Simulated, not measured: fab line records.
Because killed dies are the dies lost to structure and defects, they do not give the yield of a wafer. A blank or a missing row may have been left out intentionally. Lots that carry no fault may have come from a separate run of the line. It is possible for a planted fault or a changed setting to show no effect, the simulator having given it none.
Which of the tools did it? -- flow nand-harc -- Sampling: 12 lots, 36 wafers, 5 of 1159 route steps

WHAT EACH GAUGE READ, for each wafer
NHARC_END_SORT_01. Usual: killed-at-array 27, standard deviation 11; killed-at-other 0.7, standard deviation 1.1; killed-at-periphery 3.6, standard deviation 2.4; killed-dies 32, standard deviation 11; killed-open 3.3, standard deviation 1.8; killed-short 2.1, standard deviation 1.5.
lot,measured,on,killed-at-array,killed-at-other,killed-at-periphery,killed-dies,killed-open,killed-short,flag
L347,day 19 22:42,prober-02,14 14 11,1 0 0,4 5 6,19 19 17,3 6 3,6 1 5,
L351,day 20 06:16,prober-01,674 667 675,1 2 0,2 8 2,677 677 677,7 3 0,3 2 1,OFF
L349,day 20 14:00,prober-02,673 676 674,0 0 0,4 1 3,677 677 677,3 1 4,3 0 2,OFF
L354,day 21 16:02,prober-01,671 671 673,1 1 0,5 5 4,677 677 677,2 5 3,2 2 4,OFF
L355,day 22 14:36,prober-02,45 35 58,1 2 0,2 6 2,48 43 60,5 1 6,0 3 5,
L362,day 22 22:17,prober-02,41 48 36,2 1 2,3 6 4,46 55 42,3 2 1,1 4 3,
L361,day 23 07:19,prober-02,28 32 48,2 0 0,5 3 1,35 35 49,2 2 5,0 0 5,
L366,day 24 01:02,prober-02,32 38 18,0 1 1,2 2 4,34 41 23,4 3 2,1 3 0,
L364,day 24 09:49,prober-01,27 33 17,1 2 0,5 3 3,33 38 20,2 3 1,1 1 1,
L365,day 24 13:27,prober-02,29 34 46,1 4 6,4 2 3,34 40 55,3 6 3,2 2 1,
L369,day 24 21:50,prober-01,18 21 37,3 1 1,3 6 4,24 28 42,3 4 6,2 1 3,
L368,day 25 14:41,prober-01,29 23 15,2 2 2,2 3 1,33 28 18,4 3 5,4 1 2,

EACH LOT AND THE TOOL THAT RAN IT (in order: tool; ch and the chambers of the sampled wafers; start)
lot,NHARC_A_CONTACT_STRIP_55,NHARC_A_CONTACT_DEP_57,NHARC_A_CONTACT_DESCUM_74,NHARC_A_CONTACT_ETCH_78
L347,"rie-diel-03 ch 2,3, day 16 23:08 or earlier","acl-dep-03 ch 0, day 16 23:08","rie-diel-03 ch 0,2,3, day 17 00:58","rie-diel-03 ch 0,2,3, day 17 01:39"
L351,"rie-diel-13 ch 1,2, day 17 09:37 or earlier","acl-dep-01 ch 0, day 17 09:37","rie-diel-13 ch 1,3, day 17 12:20","rie-diel-13 ch 0,1, day 17 13:00"
L349,"rie-diel-13 ch 0,2,3, day 17 16:25 or earlier","acl-dep-03 ch 0, day 17 16:25","rie-diel-03 ch 0,2,3, day 17 18:34","rie-diel-03 ch 0,1, day 17 19:19"
L354,"rie-diel-03 ch 1,2, day 18 16:13 or earlier","acl-dep-03 ch 0, day 18 16:13","rie-diel-08 ch 0,3, day 18 18:17","rie-diel-08 ch 0,1,2, day 18 18:56"
L355,"rie-diel-08 ch 1,2, day 19 08:27 or earlier","acl-dep-03 ch 0, day 19 08:27","rie-diel-03 ch 1,2,3, day 19 10:53","rie-diel-03 ch 1,2, day 19 11:31"
L362,"rie-diel-03 ch 1,2,3, day 19 18:43 or earlier","acl-dep-02 ch 0, day 19 18:43","rie-diel-03 ch 1,3, day 19 21:08","rie-diel-03 ch 1,3, day 19 22:13"
L361,"rie-diel-03 ch 0,1,3, day 20 11:09 or earlier","acl-dep-03 ch 0, day 20 11:09","rie-diel-08 ch 0,1,2, day 20 13:40","rie-diel-08 ch 0,3, day 20 15:32"
L366,"rie-diel-08 ch 0,2, day 20 17:58 or earlier","acl-dep-03 ch 0, day 20 17:58","rie-diel-13 ch 0,1,2, day 20 20:21","rie-diel-13 ch 2,3, day 20 20:56"
L364,"rie-diel-13 ch 0,3, day 21 03:49 or earlier","acl-dep-03 ch 0, day 21 03:49","rie-diel-03 ch 0,1,2, day 21 05:51","rie-diel-03 ch 2,3, day 21 06:37"
L365,"rie-diel-03 ch 2,3, day 21 17:45 or earlier","acl-dep-01 ch 0, day 21 17:45","rie-diel-13 ch 1,3, day 21 20:08","rie-diel-13 ch 0,1,3, day 21 20:43"
L369,"rie-diel-03 ch 0,3, day 22 09:55 or earlier","acl-dep-03 ch 0, day 22 09:55","rie-diel-08 ch 0,1, day 22 12:26","rie-diel-08 ch 0,1,2, day 22 13:08"
L368,"rie-diel-13 ch 0,1,2, day 22 16:19 or earlier","acl-dep-03 ch 0, day 22 16:19","rie-diel-03 ch 0,1,3, day 22 18:27","rie-diel-03 ch 2,3, day 22 19:05"
- NHARC_A_CONTACT_STRIP_55: strips in O2.
- NHARC_A_CONTACT_DEP_57: deposits aC, target thk 2800 nm.
- NHARC_A_CONTACT_DESCUM_74: chemistry O2, time 3 s.
- NHARC_A_CONTACT_ETCH_78: etches the open film in O2/COS, target depth 2800 nm, time 728 s.

WHAT THE TOOLS THEMSELVES READ (means of the sampled wafers that have a number; where no wafer has one, the mark that the record gives instead)
NHARC_A_CONTACT_STRIP_55. Usual: drypump-motor-current-A 5.8 A, standard deviation 0.47; oes-product-au 0.998 a.u., standard deviation 0.012; rf-vpp-V 57.7 V, standard deviation 0.93; showerhead-plenum-p-Torr 3.46 Torr, standard deviation 0.16; throttle-valve-pct 17.038 %, standard deviation 0.0093.
lot,tool,drypump-motor-current-A (A),oes-product-au (a.u.),rf-vpp-V (V),showerhead-plenum-p-Torr (Torr),throttle-valve-pct (%),flag
L347,rie-diel-03,6.1,1.005,57.4,3.48,17.041,
L351,rie-diel-13,5.7,0.977,58.3,3.43,17.038,
L349,rie-diel-13,5.8,0.988,58.3,3.51,17.042,
L354,rie-diel-03,5.5,1.006,58.0,3.68,17.031,
L355,rie-diel-08,5.3,1.000,57.6,3.32,17.031,
L362,rie-diel-03,5.9,1.004,58.2,3.55,17.028,
L361,rie-diel-03,5.9,0.999,57.7,3.51,17.026,
L366,rie-diel-08,5.1,0.978,58.2,3.33,17.031,
L364,rie-diel-13,6.2,0.982,58.7,3.59,17.046,
L365,rie-diel-03,6.0,0.991,57.0,3.47,17.040,
L369,rie-diel-03,6.1,0.993,57.0,3.40,17.039,
L368,rie-diel-13,5.7,1.000,57.6,3.38,17.033,

NHARC_A_CONTACT_DEP_57. Usual: throttle-valve-pct reads 35.000 % (standard deviation 0.009).
lot,tool,throttle-valve-pct (%),flag
L347,acl-dep-03,34.993,
L351,acl-dep-01,35.000,
L349,acl-dep-03,34.986,
L354,acl-dep-03,35.001,
L355,acl-dep-03,35.005,
L362,acl-dep-02,34.998,
L361,acl-dep-03,35.002,
L366,acl-dep-03,34.999,
L364,acl-dep-03,34.996,
L365,acl-dep-01,35.004,
L369,acl-dep-03,34.992,
L368,acl-dep-03,35.005,

NHARC_A_CONTACT_DESCUM_74. Usual: drypump-motor-current-A 5.7 A, standard deviation 0.46; oes-product-au 0.998 a.u., standard deviation 0.014; rf-vpp-V 57.6 V, standard deviation 0.88; showerhead-plenum-p-Torr 1.87 Torr, standard deviation 0.093; throttle-valve-pct 11.311 %, standard deviation 0.0086.
lot,tool,drypump-motor-current-A (A),oes-product-au (a.u.),rf-vpp-V (V),showerhead-plenum-p-Torr (Torr),throttle-valve-pct (%),flag
L347,rie-diel-03,6.0,1.007,57.6,1.87,11.304,
L351,rie-diel-13,6.0,0.992,58.4,1.91,11.313,
L349,rie-diel-03,6.0,0.994,57.5,1.87,11.310,
L354,rie-diel-08,5.4,1.002,57.1,1.79,11.311,
L355,rie-diel-03,5.9,1.003,58.4,1.93,11.314,
L362,rie-diel-03,5.8,1.008,57.7,1.96,11.317,
L361,rie-diel-08,5.5,0.996,57.7,1.79,11.309,
L366,rie-diel-13,5.7,0.993,57.8,1.83,11.306,
L364,rie-diel-03,5.7,0.999,58.0,1.94,11.322,
L365,rie-diel-13,6.1,0.984,57.4,1.97,11.301,
L369,rie-diel-08,5.8,1.014,57.2,1.98,11.311,
L368,rie-diel-03,5.9,1.008,58.0,1.90,11.306,

NHARC_A_CONTACT_ETCH_78. Usual: value, then standard deviation, for each; bias-w 299.9 W / 0.9; chamber-pressure-mTorr 19.997 mTorr / 0.018; drypump-motor-current-A 5.8 A / 0.46; oes-product-au 0.997 a.u. / 0.014; rf-vpp-V 313.2 V / 2.3; showerhead-plenum-p-Torr 3.06 Torr / 0.14; throttle-valve-pct 28.330 % / 0.0097.
lot,tool,bias-w (W),chamber-pressure-mTorr (mTorr),drypump-motor-current-A (A),oes-product-au (a.u.),rf-vpp-V (V),showerhead-plenum-p-Torr (Torr),throttle-valve-pct (%),flag
L347,rie-diel-03,299.8,19.996,6.1,1.005,312.9,3.05,28.325,
L351,rie-diel-13,-,-,-,-,-,-,-,OFF
L349,rie-diel-03,-,-,-,-,-,-,-,OFF
L354,rie-diel-08,-,-,-,-,-,-,-,OFF
L355,rie-diel-03,300.3,19.996,5.5,1.006,316.3,3.26,28.336,
L362,rie-diel-03,300.8,19.988,6.1,1.007,314.0,3.09,28.337,
L361,rie-diel-08,299.6,19.991,5.4,0.993,310.7,2.93,28.325,
L366,rie-diel-13,299.3,19.997,5.7,0.978,315.1,3.22,28.326,
L364,rie-diel-03,300.2,20.002,6.3,0.996,313.1,3.02,28.334,
L365,rie-diel-13,300.2,19.992,6.1,0.984,313.2,3.08,28.331,
L369,rie-diel-08,300.1,20.009,5.5,1.007,314.2,3.08,28.339,
L368,rie-diel-03,299.2,20.005,6.3,0.991,312.9,3.01,28.324,

THE ANSWER, worked out from the rows above alone
Rule: lot off if the mean of its wafers having a number is beyond 3 standard deviations from the usual mean. Also off: a lot with no number at a reading for which 4 or more lots have one. Where the step has rows for the other lots, those lots are counted as sound. After the gauges, taken in route order, come the tools' own readings; for these a lot's mean is taken, as printed above. The first step at which some lot is off is used, and at that step the reading that is off furthest; a lot without a number counts as furthest.
Off: L351, L349, L354, at NHARC_END_SORT_01 (killed-at-array).
If a tool, at a process step before that reading, ran all the lots that are off and no sound lot after the first of them, it fits. The gauges at NHARC_END_SORT_01 aren't tried: what is off there is off at NHARC_A_CONTACT_ETCH_78 too, on other tools, and a gauge's error can't cause that. NHARC_A_CONTACT_STRIP_55 gives no start for some lots, so the hours and the order of its lots are those of NHARC_A_CONTACT_DEP_57. Not one of the candidates tried fits.

WHAT THE SIMULATOR HAD INSERTED
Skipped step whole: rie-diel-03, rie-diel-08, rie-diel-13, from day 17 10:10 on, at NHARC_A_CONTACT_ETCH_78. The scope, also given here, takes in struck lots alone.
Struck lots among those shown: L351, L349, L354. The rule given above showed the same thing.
